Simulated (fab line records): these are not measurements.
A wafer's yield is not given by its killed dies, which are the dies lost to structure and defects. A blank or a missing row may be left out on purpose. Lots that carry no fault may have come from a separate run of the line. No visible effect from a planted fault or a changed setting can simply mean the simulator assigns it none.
Which tool is to blame? | flow n5Finfet | 8 lots with 24 wafers sampled at 6 steps, on a route of 1938 steps

WHAT THE GAUGES SHOWED, per wafer
N5_BEOL_M4_RC_MEAS_101. Usual: DIBL_N 36.3 mV/V, standard deviation 1.2; DIBL_P 36.1 mV/V, standard deviation 1.6; IOFF_N 0.161 nA/um, standard deviation 0.023; IOFF_P 0.209 nA/um, standard deviation 0.027; ION_N 676 uA/um, standard deviation 8.9; ION_P 462 uA/um, standard deviation 5.3; SS_N 71.5 mV/dec, standard deviation 0.51; SS_P 73.2 mV/dec, standard deviation 0.5; VT_N 249.1 mV, standard deviation 2.5; VT_P -249.9 mV, standard deviation 2.8.
lot  | measured     | on        | DIBL_N (mV/V)  | DIBL_P (mV/V)  | IOFF_N (nA/um)    | IOFF_P (nA/um)    | ION_N (uA/um) | ION_P (uA/um) | SS_N (mV/dec)  | SS_P (mV/dec)  | VT_N (mV)         | VT_P (mV)            | flag
L748 | day 8 12:03  | prober-01 | 36.8 37.7 36.8 | 35.5 35.8 34.7 | 0.161 0.174 0.162 | 0.221 0.220 0.213 | 675 674 664   | 463 466 460   | 71.3 71.2 71.5 | 73.0 73.1 73.5 | 250.1 250.3 248.5 | -248.8 -249.0 -247.3 | 
L749 | day 8 14:11  | prober-02 | 35.7 34.9 34.4 | 34.7 33.4 33.8 | 0.146 0.125 0.125 | 0.190 0.172 0.180 | 672 666 667   | 463 457 464   | 71.5 70.9 71.1 | 72.8 72.9 72.9 | 252.3 252.6 252.0 | -249.1 -253.1 -251.7 | 
L752 | day 9 12:39  | prober-02 | 36.5 37.4 37.1 | 35.8 37.8 37.4 | 0.158 0.188 0.198 | 0.203 0.239 0.240 | 669 675 683   | 459 459 466   | 71.6 71.5 71.6 | 73.5 73.4 74.4 | 249.0 248.5 248.4 | -249.5 -247.8 -247.9 | 
L759 | day 11 01:43 | prober-02 | 38.5 38.4 36.0 | 37.1 37.0 35.3 | 0.182 0.186 0.138 | 0.229 0.229 0.193 | 678 671 658   | 466 459 455   | 72.4 72.5 71.4 | 73.8 73.3 73.3 | 249.7 249.1 255.3 | -249.3 -247.8 -251.9 | 
L760 | day 11 15:14 | prober-02 | 36.4 37.0 35.9 | 35.7 36.8 36.1 | 0.165 0.178 0.161 | 0.181 0.193 0.187 | 666 674 671   | 457 456 455   | 72.0 71.8 70.9 | 73.6 74.2 73.5 | 247.4 249.3 249.5 | -253.8 -253.1 -253.2 | 
L766 | day 12 14:43 | prober-02 | 36.8 38.2 37.9 | 37.2 37.8 37.5 | 0.177 0.200 0.186 | 0.220 0.232 0.225 | 679 688 680   | 460 462 467   | 72.2 71.8 72.0 | 73.3 73.2 72.1 | 249.4 247.3 247.4 | -250.5 -247.2 -249.5 | 
L768 | day 13 06:17 | prober-01 | 35.6 36.1 36.0 | 36.5 37.8 37.2 | 0.161 0.182 0.166 | 0.215 0.238 0.222 | 666 681 677   | 461 461 462   | 71.9 71.8 72.7 | 73.0 73.9 73.7 | 249.0 246.7 248.1 | -250.2 -247.1 -251.9 | 
L769 | day 13 22:22 | prober-01 | 37.1 36.0 35.0 | 36.4 35.6 34.3 | 0.166 0.143 0.132 | 0.217 0.202 0.178 | 679 674 662   | 465 463 457   | 71.8 71.9 71.6 | 73.3 73.1 73.4 | 250.1 250.6 251.1 | -246.2 -248.4 -248.6 | 

N5_BEOL_M9_OCD_MEAS_38. Usual: trenchDepthNm 151.6 nm, standard deviation 2.7.
lot  | measured     | on     | trenchDepthNm (nm) | flag
L748 | day 10 03:08 | ocd-01 | 0 0 0.0            | OFF
L749 | day 10 05:58 | ocd-01 | 0.1 0 0            | OFF
L752 | day 11 05:01 | ocd-02 | 150.4 150.2 151.0  | 
L759 | day 12 22:14 | ocd-01 | 156.1 154.7 149.3  | 
L760 | day 13 08:39 | ocd-01 | 151.1 152.9 150.5  | 
L766 | day 14 09:07 | ocd-01 | 155.2 150.7 149.0  | 
L768 | day 14 22:55 | ocd-02 | 155.6 151.2 150.0  | 
L769 | day 15 19:22 | ocd-02 | 153.7 156.0 152.9  | 

WHICH TOOL RAN EACH LOT (tool, then ch and the chambers of the sampled wafers, then the start)
lot  | N5_BEOL_M9_DESCUM_33              | N5_BEOL_M9_ETCH_65                | N5_BEOL_M9_VIA_ETCH_34            | N5_BEOL_M9_TRENCH_ETCH_37
L748 | rieDiel-06 ch 0,1, day 10 02:40   | rieDiel-06 ch 0,1, day 10 02:43   | rieDiel-06 ch 0,1, day 10 02:51   | rieDiel-06 ch 0,1, day 10 02:57
L749 | rieDiel-06 ch 0,2, day 10 05:30   | rieDiel-06 ch 0,2, day 10 05:33   | rieDiel-06 ch 0,2, day 10 05:41   | rieDiel-06 ch 0,2, day 10 05:47
L752 | rieDiel-02 ch 0,2, day 11 04:34   | rieDiel-02 ch 0,2, day 11 04:37   | rieDiel-02 ch 0,2, day 11 04:44   | rieDiel-02 ch 0,2, day 11 04:51
L759 | rieDiel-03 ch 0,1,3, day 12 21:47 | rieDiel-03 ch 0,1,3, day 12 21:50 | rieDiel-03 ch 0,1,3, day 12 21:58 | rieDiel-03 ch 0,1,3, day 12 22:04
L760 | rieDiel-06 ch 0,2,3, day 13 08:11 | rieDiel-06 ch 0,2,3, day 13 08:14 | rieDiel-06 ch 0,2,3, day 13 08:22 | rieDiel-06 ch 0,2,3, day 13 08:28
L766 | rieDiel-02 ch 0,1,3, day 14 08:40 | rieDiel-02 ch 0,1,3, day 14 08:43 | rieDiel-02 ch 0,1,3, day 14 08:51 | rieDiel-02 ch 0,1,3, day 14 08:57
L768 | rieDiel-02 ch 1,2,3, day 14 22:28 | rieDiel-02 ch 1,2,3, day 14 22:31 | rieDiel-02 ch 1,2,3, day 14 22:39 | rieDiel-02 ch 1,2,3, day 14 22:45
L769 | rieDiel-03 ch 0,3, day 15 18:55   | rieDiel-03 ch 0,3, day 15 18:58   | rieDiel-03 ch 0,3, day 15 19:05   | rieDiel-03 ch 0,3, day 15 19:11
- N5_BEOL_M9_DESCUM_33: chemistry O2, time 7 s.
- N5_BEOL_M9_ETCH_65: etches SiARC in CF4, target depth 15.6 nm, time 26 s.
- N5_BEOL_M9_VIA_ETCH_34: etches SiCOH lowk in C4F6/O2, target depth 182.4 nm, time 68.4 s.
- N5_BEOL_M9_TRENCH_ETCH_37: etches SiCOH lowk in C4F6/O2, target depth 151.43 nm, time 49 s.

WHAT THE TOOLS THEMSELVES READ (means of the sampled wafers that have a number; where no wafer has one, the mark that the record gives instead)
N5_BEOL_M9_DESCUM_33. Usual: drypumpMotorCurrentA 5.9 A, standard deviation 0.37; oesProductAu 0.80 a.u., standard deviation 0.081; rfFwdPowerW 49.39 W, standard deviation 0.21; rfVppV 243.6 V, standard deviation 1.7; showerheadPlenumPTorr 2.12 Torr, standard deviation 0.088; throttleValvePct 20.37 %, standard deviation 0.23.
lot  | tool       | drypumpMotorCurrentA (A) | oesProductAu (a.u.) | rfFwdPowerW (W) | rfVppV (V) | showerheadPlenumPTorr (Torr) | throttleValvePct (%) | flag
L748 | rieDiel-06 | 6.0                      | 0.75                | 49.40           | 242.0      | 2.08                         | 20.44                | 
L749 | rieDiel-06 | 5.5                      | 0.80                | 49.25           | 243.3      | 2.11                         | 20.48                | 
L752 | rieDiel-02 | 6.1                      | 0.76                | 49.32           | 242.5      | 2.05                         | 20.55                | 
L759 | rieDiel-03 | 6.0                      | 0.81                | 49.33           | 242.1      | 2.08                         | 20.50                | 
L760 | rieDiel-06 | 5.7                      | 0.85                | 49.33           | 243.2      | 2.12                         | 20.30                | 
L766 | rieDiel-02 | 6.0                      | 0.79                | 49.60           | 245.2      | 2.19                         | 20.24                | 
L768 | rieDiel-02 | 6.0                      | 0.76                | 49.51           | 243.3      | 2.12                         | 20.45                | 
L769 | rieDiel-03 | 6.2                      | 0.83                | 49.10           | 242.8      | 2.03                         | 20.40                | 

N5_BEOL_M9_ETCH_65. Usual: biasW 36.00 W, standard deviation 0.1; cf4FlowSccm 100.02 sccm, standard deviation 0.3; drypumpMotorCurrentA 5.9 A, standard deviation 0.37; etchRfOnTimeS 26.0 s, standard deviation 0.47; oesProductAu 0.68 a.u., standard deviation 0.069; rfFwdPowerW 532.1 W, standard deviation 1.8; rfVppV 184.4 V, standard deviation 1.3; showerheadPlenumPTorr 2.17 Torr, standard deviation 0.083; throttleValvePct 15.56 %, standard deviation 0.24.
lot  | tool       | biasW (W) | cf4FlowSccm (sccm) | drypumpMotorCurrentA (A) | etchRfOnTimeS (s) | oesProductAu (a.u.) | rfFwdPowerW (W) | rfVppV (V) | showerheadPlenumPTorr (Torr) | throttleValvePct (%) | flag
L748 | rieDiel-06 | 35.98     | 99.86              | 6.1                      | 26.5              | 0.63                | 531.2           | 183.3      | 2.14                         | 15.64                | 
L749 | rieDiel-06 | 35.99     | 99.90              | 5.5                      | 26.3              | 0.68                | 532.9           | 184.9      | 2.15                         | 15.60                | 
L752 | rieDiel-02 | 35.99     | 99.91              | 6.1                      | 26.2              | 0.65                | 533.1           | 183.9      | 2.11                         | 15.79                | 
L759 | rieDiel-03 | 36.02     | 99.92              | 6.0                      | 25.8              | 0.70                | 532.7           | 183.9      | 2.13                         | 15.67                | 
L760 | rieDiel-06 | 35.99     | 99.80              | 5.7                      | 26.1              | 0.73                | 531.9           | 184.1      | 2.17                         | 15.42                | 
L766 | rieDiel-02 | 35.96     | 100.07             | 5.9                      | 26.0              | 0.67                | 531.9           | 185.6      | 2.24                         | 15.44                | 
L768 | rieDiel-02 | 36.05     | 99.96              | 6.0                      | 25.9              | 0.65                | 532.9           | 184.3      | 2.17                         | 15.68                | 
L769 | rieDiel-03 | 36.03     | 100.19             | 6.2                      | 25.9              | 0.70                | 533.0           | 183.8      | 2.09                         | 15.59                | 

N5_BEOL_M9_VIA_ETCH_34. Usual: C4F6_flow_sccm 10.00 sccm, standard deviation 0.031; O2_flow_sccm 9.998 sccm, standard deviation 0.03; drypumpMotorCurrentA 5.9 A, standard deviation 0.37; oesProductAu 0.80 a.u., standard deviation 0.082; rfFwdPowerW 342.2 W, standard deviation 1.2; rfVppV 668 V, standard deviation 7.3; showerheadPlenumPTorr 2.89 Torr, standard deviation 0.11; throttleValvePct 20.86 %, standard deviation 0.25.
lot  | tool       | C4F6_flow_sccm (sccm) | O2_flow_sccm (sccm) | drypumpMotorCurrentA (A) | oesProductAu (a.u.) | rfFwdPowerW (W) | rfVppV (V) | showerheadPlenumPTorr (Torr) | throttleValvePct (%) | flag
L748 | rieDiel-06 | 9.98                  | 10.006              | 6.0                      | 0.75                | 342.4           | 656        | 2.84                         | 20.93                | 
L749 | rieDiel-06 | 10.01                 | 10.006              | 5.5                      | 0.80                | 341.8           | 670        | 2.87                         | 20.94                | 
L752 | rieDiel-02 | 10.01                 | 10.023              | 6.1                      | 0.76                | 342.3           | 665        | 2.81                         | 21.07                | 
L759 | rieDiel-03 | 10.00                 | 9.992               | 6.0                      | 0.82                | 341.0           | 673        | 2.84                         | 21.01                | 
L760 | rieDiel-06 | 10.01                 | 10.024              | 5.7                      | 0.86                | 341.4           | 663        | 2.88                         | 20.77                | 
L766 | rieDiel-02 | 10.03                 | 9.996               | 6.0                      | 0.78                | 342.5           | 672        | 2.98                         | 20.71                | 
L768 | rieDiel-02 | 10.01                 | 9.997               | 6.0                      | 0.76                | 342.0           | 669        | 2.88                         | 20.95                | 
L769 | rieDiel-03 | 10.02                 | 10.018              | 6.2                      | 0.84                | 340.2           | 677        | 2.78                         | 20.93                | 

N5_BEOL_M9_TRENCH_ETCH_37. Usual: C4F6_flow_sccm 10.000 sccm, standard deviation 0.027; O2_flow_sccm 10.00 sccm, standard deviation 0.031; drypumpMotorCurrentA 5.9 A, standard deviation 0.36; oesProductAu 0.80 a.u., standard deviation 0.082; rfFwdPowerW 341.7 W, standard deviation 1.3; rfVppV 668 V, standard deviation 7.3; showerheadPlenumPTorr 2.89 Torr, standard deviation 0.11; throttleValvePct 20.88 %, standard deviation 0.25.
lot  | tool       | C4F6_flow_sccm (sccm) | O2_flow_sccm (sccm) | drypumpMotorCurrentA (A) | oesProductAu (a.u.) | rfFwdPowerW (W) | rfVppV (V) | showerheadPlenumPTorr (Torr) | throttleValvePct (%) | flag
L748 | rieDiel-06 | -                     | -                   | -                        | -                   | -               | -          | -                            | -                    | OFF
L749 | rieDiel-06 | -                     | -                   | -                        | -                   | -               | -          | -                            | -                    | OFF
L752 | rieDiel-02 | 10.007                | 10.04               | 6.1                      | 0.75                | 341.8           | 665        | 2.81                         | 21.10                | 
L759 | rieDiel-03 | 10.002                | 10.05               | 6.0                      | 0.82                | 341.4           | 673        | 2.84                         | 21.04                | 
L760 | rieDiel-06 | 9.994                 | 10.03               | 5.7                      | 0.85                | 341.2           | 663        | 2.88                         | 20.80                | 
L766 | rieDiel-02 | 9.979                 | 10.00               | 6.0                      | 0.79                | 341.7           | 672        | 2.98                         | 20.74                | 
L768 | rieDiel-02 | 9.976                 | 10.00               | 6.0                      | 0.76                | 342.7           | 668        | 2.88                         | 20.99                | 
L769 | rieDiel-03 | 10.002                | 9.97                | 6.2                      | 0.84                | 341.9           | 676        | 2.78                         | 20.96                | 

THE ANSWER, worked out from the rows above alone
Rule: take the mean of a lot's wafers that have a number; if it is more than 3 standard deviations from the usual mean, the lot is off. Also off: a lot with no number at a reading for which 4 or more lots have one. Any other lot the step has rows for is counted as sound. First the gauges in route order, then the tools' own readings, where a lot's mean is used as printed above. At the first step where some lot is off, the reading lying furthest off is the one used; lots without a number count as furthest.
Off, at N5_BEOL_M9_OCD_MEAS_38 on trenchDepthNm: L748, L749.
A tool fits if, at a process step before that reading, it ran every lot that is off, and no sound lot after the first of them. The gauges at N5_BEOL_M9_OCD_MEAS_38 aren't tried: what is off there is off at N5_BEOL_M9_TRENCH_ETCH_37 too, on other tools, and a gauge's error can't cause that. Not one of the candidates tried fits.

WHAT THE SIMULATOR PUT IN
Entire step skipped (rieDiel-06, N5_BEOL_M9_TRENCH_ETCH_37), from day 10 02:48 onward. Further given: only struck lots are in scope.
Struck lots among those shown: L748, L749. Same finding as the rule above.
